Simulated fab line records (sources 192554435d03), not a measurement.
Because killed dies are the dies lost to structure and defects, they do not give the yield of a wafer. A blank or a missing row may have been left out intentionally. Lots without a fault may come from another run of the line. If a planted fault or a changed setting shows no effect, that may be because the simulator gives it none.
Which of the tools did it? || flow n5 finfet || 72 wafers from 24 lots sampled at 4 of the route's 1938 steps

## WHAT EACH GAUGE READ, for each wafer
N5_BEOL_M10_CD_MEAS_11: the cd target is 64.1 nm. Usual: cd nm reads 64.3 nm (standard deviation 0.67).
{"lot": "L074", "measured": "day 10 11:58", "on": "cd sem-03", "cd nm (nm)": "64.8 63.2 64.2", "flag": ""}
{"lot": "L075", "measured": "day 10 18:27", "on": "cd sem-03", "cd nm (nm)": "64.7 65.0 63.9", "flag": ""}
{"lot": "L076", "measured": "day 11 18:47", "on": "cd sem-02", "cd nm (nm)": "65.0 64.3 65.8", "flag": ""}
{"lot": "L078", "measured": "day 11 18:57", "on": "cd sem-01", "cd nm (nm)": "64.7 64.7 64.8", "flag": ""}
{"lot": "L081", "measured": "day 11 23:51", "on": "cd sem-03", "cd nm (nm)": "63.5 64.2 63.4", "flag": ""}
{"lot": "L079", "measured": "day 12 03:47", "on": "cd sem-02", "cd nm (nm)": "63.5 64.4 65.1", "flag": ""}
{"lot": "L080", "measured": "day 12 05:22", "on": "cd sem-03", "cd nm (nm)": "65.1 64.7 65.3", "flag": ""}
{"lot": "L077", "measured": "day 12 08:08", "on": "cd sem-03", "cd nm (nm)": "64.0 63.3 63.9", "flag": ""}
{"lot": "L082", "measured": "day 12 08:26", "on": "cd sem-03", "cd nm (nm)": "64.3 64.0 63.4", "flag": ""}
{"lot": "L083", "measured": "day 12 12:05", "on": "cd sem-02", "cd nm (nm)": "64.6 64.5 63.5", "flag": ""}
{"lot": "L084", "measured": "day 12 17:47", "on": "cd sem-01", "cd nm (nm)": "65.6 64.6 64.2", "flag": ""}
{"lot": "L085", "measured": "day 13 03:12", "on": "cd sem-03", "cd nm (nm)": "65.0 63.7 64.2", "flag": ""}
{"lot": "L086", "measured": "day 13 13:16", "on": "cd sem-03", "cd nm (nm)": "65.2 64.8 65.2", "flag": ""}
{"lot": "L087", "measured": "day 13 13:28", "on": "cd sem-01", "cd nm (nm)": "65.0 65.5 64.4", "flag": ""}
{"lot": "L088", "measured": "day 14 01:38", "on": "cd sem-03", "cd nm (nm)": "63.7 63.2 63.6", "flag": ""}
{"lot": "L089", "measured": "day 14 09:28", "on": "cd sem-02", "cd nm (nm)": "64.0 64.5 64.2", "flag": ""}
{"lot": "L091", "measured": "day 14 14:04", "on": "cd sem-02", "cd nm (nm)": "63.6 64.4 64.4", "flag": ""}
{"lot": "L090", "measured": "day 14 22:51", "on": "cd sem-01", "cd nm (nm)": "63.9 65.2 64.1", "flag": ""}
{"lot": "L093", "measured": "day 14 23:22", "on": "cd sem-01", "cd nm (nm)": "64.4 64.1 64.9", "flag": ""}
{"lot": "L092", "measured": "day 14 23:31", "on": "cd sem-01", "cd nm (nm)": "65.0 64.9 64.9", "flag": ""}
{"lot": "L094", "measured": "day 15 09:25", "on": "cd sem-03", "cd nm (nm)": "64.8 65.8 65.4", "flag": ""}
{"lot": "L095", "measured": "day 16 03:09", "on": "cd sem-02", "cd nm (nm)": "64.5 63.8 65.6", "flag": ""}
{"lot": "L096", "measured": "day 16 07:51", "on": "cd sem-01", "cd nm (nm)": "64.1 65.3 63.8", "flag": ""}
{"lot": "L097", "measured": "day 16 08:27", "on": "cd sem-01", "cd nm (nm)": "64.5 63.5 63.4", "flag": ""}

N5_BEOL_M10_OVL_MEAS_12. Usual: M10_OVL gives -0.1 nm (standard deviation 0.83).
{"lot": "L074", "measured": "day 10 12:00", "on": "overlay-01", "M10_OVL (nm)": "-1.7 -0.2 -0.6", "flag": ""}
{"lot": "L075", "measured": "day 10 18:29", "on": "overlay-01", "M10_OVL (nm)": "0.7 0.3 0.6", "flag": ""}
{"lot": "L076", "measured": "day 11 18:49", "on": "overlay-02", "M10_OVL (nm)": "-1.2 -0.9 -0.5", "flag": ""}
{"lot": "L078", "measured": "day 11 18:59", "on": "overlay-01", "M10_OVL (nm)": "-0.3 0.3 0.8", "flag": ""}
{"lot": "L081", "measured": "day 11 23:53", "on": "overlay-02", "M10_OVL (nm)": "-0.7 0.1 1.0", "flag": ""}
{"lot": "L079", "measured": "day 12 03:49", "on": "overlay-02", "M10_OVL (nm)": "-0.2 -1.0 -0.1", "flag": ""}
{"lot": "L080", "measured": "day 12 05:24", "on": "overlay-01", "M10_OVL (nm)": "1.2 0.6 0.2", "flag": ""}
{"lot": "L077", "measured": "day 12 08:10", "on": "overlay-01", "M10_OVL (nm)": "1.8 0.9 1.1", "flag": ""}
{"lot": "L082", "measured": "day 12 08:28", "on": "overlay-02", "M10_OVL (nm)": "2.4 0.4 1.7", "flag": ""}
{"lot": "L083", "measured": "day 12 12:07", "on": "overlay-02", "M10_OVL (nm)": "-0.3 -1.2 -1.0", "flag": ""}
{"lot": "L084", "measured": "day 12 17:49", "on": "overlay-01", "M10_OVL (nm)": "-1.0 -0.4 0.2", "flag": ""}
{"lot": "L085", "measured": "day 13 03:14", "on": "overlay-02", "M10_OVL (nm)": "-0.5 -0.5 -1.2", "flag": ""}
{"lot": "L086", "measured": "day 13 13:17", "on": "overlay-01", "M10_OVL (nm)": "-0.3 0.5 0.3", "flag": ""}
{"lot": "L087", "measured": "day 13 13:29", "on": "overlay-01", "M10_OVL (nm)": "-0.2 -0.3 -0.3", "flag": ""}
{"lot": "L088", "measured": "day 14 01:40", "on": "overlay-01", "M10_OVL (nm)": "-0.5 -1.6 -2.4", "flag": ""}
{"lot": "L089", "measured": "day 14 09:30", "on": "overlay-02", "M10_OVL (nm)": "-0.9 -0.2 -1.2", "flag": ""}
{"lot": "L091", "measured": "day 14 14:05", "on": "overlay-02", "M10_OVL (nm)": "0.7 -0.6 1.3", "flag": ""}
{"lot": "L090", "measured": "day 14 22:53", "on": "overlay-02", "M10_OVL (nm)": "0.6 -0.3 -0.2", "flag": ""}
{"lot": "L093", "measured": "day 14 23:23", "on": "overlay-01", "M10_OVL (nm)": "1.5 0.9 1.2", "flag": ""}
{"lot": "L092", "measured": "day 14 23:33", "on": "overlay-01", "M10_OVL (nm)": "0.2 -0.9 -0.2", "flag": ""}
{"lot": "L094", "measured": "day 15 09:27", "on": "overlay-02", "M10_OVL (nm)": "0.8 0.1 0.9", "flag": ""}
{"lot": "L095", "measured": "day 16 03:11", "on": "overlay-02", "M10_OVL (nm)": "-0.5 0.0 -0.6", "flag": ""}
{"lot": "L096", "measured": "day 16 07:53", "on": "overlay-01", "M10_OVL (nm)": "-0.2 0.6 -0.3", "flag": ""}
{"lot": "L097", "measured": "day 16 08:29", "on": "overlay-02", "M10_OVL (nm)": "-0.7 0.1 -0.6", "flag": ""}

N5_BEOL_M11_INSPECT_13: inspects for defects (brightfield). Usual: raw defect count reads 428 (standard deviation 96).
{"lot": "L074", "measured": "day 10 22:47", "on": "defect inspect-01", "raw defect count": "418 540 559", "flag": ""}
{"lot": "L075", "measured": "day 11 04:47", "on": "defect inspect-02", "raw defect count": "354 307 324", "flag": ""}
{"lot": "L076", "measured": "day 12 03:14", "on": "defect inspect-01", "raw defect count": "413 341 377", "flag": ""}
{"lot": "L078", "measured": "day 12 00:38", "on": "defect inspect-02", "raw defect count": "456 340 482", "flag": ""}
{"lot": "L081", "measured": "day 12 08:27", "on": "defect inspect-02", "raw defect count": "385 334 420", "flag": ""}
{"lot": "L079", "measured": "day 12 12:29", "on": "defect inspect-01", "raw defect count": "449 529 581", "flag": ""}
{"lot": "L080", "measured": "day 12 12:22", "on": "defect inspect-02", "raw defect count": "406 395 393", "flag": ""}
{"lot": "L077", "measured": "day 12 14:48", "on": "defect inspect-02", "raw defect count": "302 325 338", "flag": ""}
{"lot": "L082", "measured": "day 12 17:07", "on": "defect inspect-01", "raw defect count": "408 501 490", "flag": ""}
{"lot": "L083", "measured": "day 12 22:35", "on": "defect inspect-02", "raw defect count": "369 686 524", "flag": ""}
{"lot": "L084", "measured": "day 13 03:18", "on": "defect inspect-01", "raw defect count": "556 473 430", "flag": ""}
{"lot": "L085", "measured": "day 13 09:25", "on": "defect inspect-02", "raw defect count": "493 347 517", "flag": ""}
{"lot": "L086", "measured": "day 13 19:50", "on": "defect inspect-01", "raw defect count": "344 436 385", "flag": ""}
{"lot": "L087", "measured": "day 13 19:59", "on": "defect inspect-02", "raw defect count": "298 299 360", "flag": ""}
{"lot": "L088", "measured": "day 14 08:46", "on": "defect inspect-02", "raw defect count": "397 509 325", "flag": ""}
{"lot": "L089", "measured": "day 14 18:21", "on": "defect inspect-01", "raw defect count": "332 310 472", "flag": ""}
{"lot": "L091", "measured": "day 14 23:19", "on": "defect inspect-01", "raw defect count": "445 390 451", "flag": ""}
{"lot": "L090", "measured": "day 15 11:30", "on": "defect inspect-02", "raw defect count": "453 383 457", "flag": ""}
{"lot": "L093", "measured": "day 15 08:14", "on": "defect inspect-01", "raw defect count": "520 483 610", "flag": ""}
{"lot": "L092", "measured": "day 15 11:05", "on": "defect inspect-01", "raw defect count": "408 598 547", "flag": ""}
{"lot": "L094", "measured": "day 15 15:13", "on": "defect inspect-02", "raw defect count": "267 342 319", "flag": ""}
{"lot": "L095", "measured": "day 16 09:39", "on": "defect inspect-02", "raw defect count": "304 338 357", "flag": ""}
{"lot": "L096", "measured": "day 16 18:54", "on": "defect inspect-02", "raw defect count": "338 343 333", "flag": ""}
{"lot": "L097", "measured": "day 16 18:44", "on": "defect inspect-01", "raw defect count": "380 282 318", "flag": ""}

## TOOL THAT RAN EACH LOT (tool first, then ch and the chambers of the sampled wafers, then the start)
{"lot": "L074", "N5_BEOL_M11_ILD_DEP_00": "pecvd-02 ch 1,2, day 10 19:10"}
{"lot": "L075", "N5_BEOL_M11_ILD_DEP_00": "pecvd-04 ch 1,2, day 11 00:46"}
{"lot": "L076", "N5_BEOL_M11_ILD_DEP_00": "pecvd-04 ch 1,2, day 12 00:05"}
{"lot": "L078", "N5_BEOL_M11_ILD_DEP_00": "pecvd-02 ch 1,2, day 11 23:17"}
{"lot": "L081", "N5_BEOL_M11_ILD_DEP_00": "pecvd-04 ch 0,1, day 12 06:14"}
{"lot": "L079", "N5_BEOL_M11_ILD_DEP_00": "pecvd-02 ch 1,2, day 12 10:44"}
{"lot": "L080", "N5_BEOL_M11_ILD_DEP_00": "pecvd-04 ch 1,2, day 12 10:02"}
{"lot": "L077", "N5_BEOL_M11_ILD_DEP_00": "pecvd-03 ch 1,2, day 12 12:44"}
{"lot": "L082", "N5_BEOL_M11_ILD_DEP_00": "pecvd-02 ch 0,1,2, day 12 13:18"}
{"lot": "L083", "N5_BEOL_M11_ILD_DEP_00": "pecvd-04 ch 0,2, day 12 18:11"}
{"lot": "L084", "N5_BEOL_M11_ILD_DEP_00": "pecvd-02 ch 0,2, day 13 01:16"}
{"lot": "L085", "N5_BEOL_M11_ILD_DEP_00": "pecvd-02 ch 0,1,2, day 13 07:28"}
{"lot": "L086", "N5_BEOL_M11_ILD_DEP_00": "pecvd-02 ch 0,1, day 13 18:08"}
{"lot": "L087", "N5_BEOL_M11_ILD_DEP_00": "pecvd-02 ch 1,2, day 13 18:22"}
{"lot": "L088", "N5_BEOL_M11_ILD_DEP_00": "pecvd-04 ch 0,2, day 14 06:53"}
{"lot": "L089", "N5_BEOL_M11_ILD_DEP_00": "pecvd-02 ch 0,1, day 14 17:09"}
{"lot": "L091", "N5_BEOL_M11_ILD_DEP_00": "pecvd-04 ch 0,1, day 14 19:22"}
{"lot": "L090", "N5_BEOL_M11_ILD_DEP_00": "pecvd-03 ch 1,2, day 15 08:10"}
{"lot": "L093", "N5_BEOL_M11_ILD_DEP_00": "pecvd-03 ch 0,2, day 15 06:47"}
{"lot": "L092", "N5_BEOL_M11_ILD_DEP_00": "pecvd-02 ch 0,1,2, day 15 08:16"}
{"lot": "L094", "N5_BEOL_M11_ILD_DEP_00": "pecvd-02 ch 0,1,2, day 15 13:28"}
{"lot": "L095", "N5_BEOL_M11_ILD_DEP_00": "pecvd-03 ch 0,1, day 16 08:05"}
{"lot": "L096", "N5_BEOL_M11_ILD_DEP_00": "pecvd-03 ch 0,1,2, day 16 15:13"}
{"lot": "L097", "N5_BEOL_M11_ILD_DEP_00": "pecvd-04 ch 0,1,2, day 16 14:13"}
- N5_BEOL_M11_ILD_DEP_00: deposits SiCOH lowk from DEMS/porogen, target thk 308.51 nm, time 58 s.

## AS READ BY THE TOOLS THEMSELVES (means over the sampled wafers that have a number; for cases with no such wafer, the mark the record gives instead)
N5_BEOL_M11_ILD_DEP_00. Usual: heater power w 325 W, standard deviation 47; showerhead plenum p Torr 5.741 Torr, standard deviation 0.016; throttle valve pct 13.6 %, standard deviation 0.61.
{"lot": "L074", "tool": "pecvd-02", "heater power w (W)": 322, "showerhead plenum p Torr (Torr)": 5.741, "throttle valve pct (%)": 13.5, "flag": ""}
{"lot": "L075", "tool": "pecvd-04", "heater power w (W)": 311, "showerhead plenum p Torr (Torr)": 5.734, "throttle valve pct (%)": 13.5, "flag": ""}
{"lot": "L076", "tool": "pecvd-04", "heater power w (W)": 309, "showerhead plenum p Torr (Torr)": 5.731, "throttle valve pct (%)": 13.7, "flag": ""}
{"lot": "L078", "tool": "pecvd-02", "heater power w (W)": 303, "showerhead plenum p Torr (Torr)": 5.737, "throttle valve pct (%)": 13.6, "flag": ""}
{"lot": "L081", "tool": "pecvd-04", "heater power w (W)": 300, "showerhead plenum p Torr (Torr)": 5.731, "throttle valve pct (%)": 14.2, "flag": ""}
{"lot": "L079", "tool": "pecvd-02", "heater power w (W)": 370, "showerhead plenum p Torr (Torr)": 5.740, "throttle valve pct (%)": 13.6, "flag": ""}
{"lot": "L080", "tool": "pecvd-04", "heater power w (W)": 327, "showerhead plenum p Torr (Torr)": 5.725, "throttle valve pct (%)": 13.2, "flag": ""}
{"lot": "L077", "tool": "pecvd-03", "heater power w (W)": 281, "showerhead plenum p Torr (Torr)": 5.734, "throttle valve pct (%)": 13.7, "flag": ""}
{"lot": "L082", "tool": "pecvd-02", "heater power w (W)": 315, "showerhead plenum p Torr (Torr)": 5.749, "throttle valve pct (%)": 13.4, "flag": ""}
{"lot": "L083", "tool": "pecvd-04", "heater power w (W)": 363, "showerhead plenum p Torr (Torr)": 5.736, "throttle valve pct (%)": 13.2, "flag": ""}
{"lot": "L084", "tool": "pecvd-02", "heater power w (W)": 374, "showerhead plenum p Torr (Torr)": 5.747, "throttle valve pct (%)": 13.5, "flag": ""}
{"lot": "L085", "tool": "pecvd-02", "heater power w (W)": 322, "showerhead plenum p Torr (Torr)": 5.728, "throttle valve pct (%)": 13.6, "flag": ""}
{"lot": "L086", "tool": "pecvd-02", "heater power w (W)": 301, "showerhead plenum p Torr (Torr)": 5.743, "throttle valve pct (%)": 13.5, "flag": ""}
{"lot": "L087", "tool": "pecvd-02", "heater power w (W)": 321, "showerhead plenum p Torr (Torr)": 5.734, "throttle valve pct (%)": 13.5, "flag": ""}
{"lot": "L088", "tool": "pecvd-04", "heater power w (W)": 375, "showerhead plenum p Torr (Torr)": 5.741, "throttle valve pct (%)": 13.3, "flag": ""}
{"lot": "L089", "tool": "pecvd-02", "heater power w (W)": 308, "showerhead plenum p Torr (Torr)": 5.749, "throttle valve pct (%)": 13.5, "flag": ""}
{"lot": "L091", "tool": "pecvd-04", "heater power w (W)": 335, "showerhead plenum p Torr (Torr)": 5.726, "throttle valve pct (%)": 14.3, "flag": ""}
{"lot": "L090", "tool": "pecvd-03", "heater power w (W)": 298, "showerhead plenum p Torr (Torr)": 5.735, "throttle valve pct (%)": 14.3, "flag": ""}
{"lot": "L093", "tool": "pecvd-03", "heater power w (W)": 273, "showerhead plenum p Torr (Torr)": 5.768, "throttle valve pct (%)": 13.2, "flag": ""}
{"lot": "L092", "tool": "pecvd-02", "heater power w (W)": 333, "showerhead plenum p Torr (Torr)": 5.743, "throttle valve pct (%)": 13.4, "flag": ""}
{"lot": "L094", "tool": "pecvd-02", "heater power w (W)": 341, "showerhead plenum p Torr (Torr)": 5.747, "throttle valve pct (%)": 13.5, "flag": ""}
{"lot": "L095", "tool": "pecvd-03", "heater power w (W)": 325, "showerhead plenum p Torr (Torr)": 5.775, "throttle valve pct (%)": 13.7, "flag": ""}
{"lot": "L096", "tool": "pecvd-03", "heater power w (W)": 286, "showerhead plenum p Torr (Torr)": 5.761, "throttle valve pct (%)": 13.9, "flag": ""}
{"lot": "L097", "tool": "pecvd-04", "heater power w (W)": 353, "showerhead plenum p Torr (Torr)": 5.740, "throttle valve pct (%)": 13.8, "flag": ""}

## THE ANSWER, worked out from the rows above alone
Rule: a lot counts as off when the mean over its wafers that have a number is more than 3 standard deviations away from the usual mean. A lot without any number at a reading at which 4 lots or more have one is off too. Where the step has rows for the other lots, those lots are counted as sound. First the gauges in route order, then the tools' own readings, where a lot's mean is used as printed above. At the first step where some lot is off, the reading lying furthest off is the one used; lots without a number count as furthest.
None of the lots is off at any reading shown; this tells nothing.

## WHAT WAS PUT IN BY THE SIMULATOR
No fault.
